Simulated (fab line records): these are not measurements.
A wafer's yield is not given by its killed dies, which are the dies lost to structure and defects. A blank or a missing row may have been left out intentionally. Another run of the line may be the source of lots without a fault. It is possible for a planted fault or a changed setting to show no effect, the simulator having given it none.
One fault seen from 2 desks -- flow nandHarc -- each desk has only its own numbers; what lay behind them comes last

FOR THE TOOL OWNER'S DESK: pecvd-02
The tool's own readings at NHARC_P_M1_DEP_00 (deposits SiOC, target thk 182.5 nm): means of the sampled wafers that have a number, for each lot that ran on this tool. The brackets show how far a lot's mean lies from the usual mean; more than 4 standard deviations puts the lot out of limits, marked OUT.
Columns: A = chamberPressureTorr at NHARC_P_M1_DEP_00, usual 5.001 Torr; B = rfFwdPowerW at NHARC_P_M1_DEP_00, usual 598.7 W; C = showerheadVppV at NHARC_P_M1_DEP_00, usual 1471 V
lot,first seen here,A,B,C
L529,day 6 00:28,4.995,598.3,1496
L535,day 8 13:45,5.014,596.5,1490
L548,day 13 22:44,4.994,596.3,1477
L551,day 15 07:59,5.003,599.9,1425
L552,day 15 15:44,5.000,598.3,1461
This desk's finding: nothing out of limits on any of the 5 lots.

METROLOGY DESK
What the gauges read for every lot (on any tool): the sampled wafers with a number, averaged. The brackets show how far a lot's mean lies from the usual mean; more than 4 standard deviations puts the lot out of limits, marked OUT.
Columns: A = cdNm at NHARC_P_M0_CD_MEAS_16, usual 90.0 nm; B = thkNm at NHARC_P_M0_THK_MEAS_24, usual 116.9 nm
lot,first seen here,A,B
L529,day 5 21:42,89.3,117.8
L530,day 6 12:47,90.2,116.5
L532,day 7 07:19,90.1,116.6
L535,day 8 11:01,89.5,116.4
L534,day 8 12:20,89.7,116.7
L536,day 8 22:34,91.0,118.2
L537,day 9 15:39,90.1,115.9
L539,day 10 10:09,90.5,118.3
L544,day 12 03:23,90.4,117.7
L545,day 12 20:32,89.2,116.1
L547,day 13 15:33,90.0,118.1
L548,day 13 20:02,89.9,116.3
L550,day 14 13:59,90.0,116.8
L551,day 15 05:12,89.8,114.6
L552,day 15 12:57,91.4,117.7
This desk's finding: nothing out of limits on any of the 15 lots.

ALL TOGETHER
Nothing out of limits was seen by the tool owner's desk.
Nothing out of limits was seen by the metrology desk.

WHAT HAD BEEN PUT IN BY THE SIMULATOR
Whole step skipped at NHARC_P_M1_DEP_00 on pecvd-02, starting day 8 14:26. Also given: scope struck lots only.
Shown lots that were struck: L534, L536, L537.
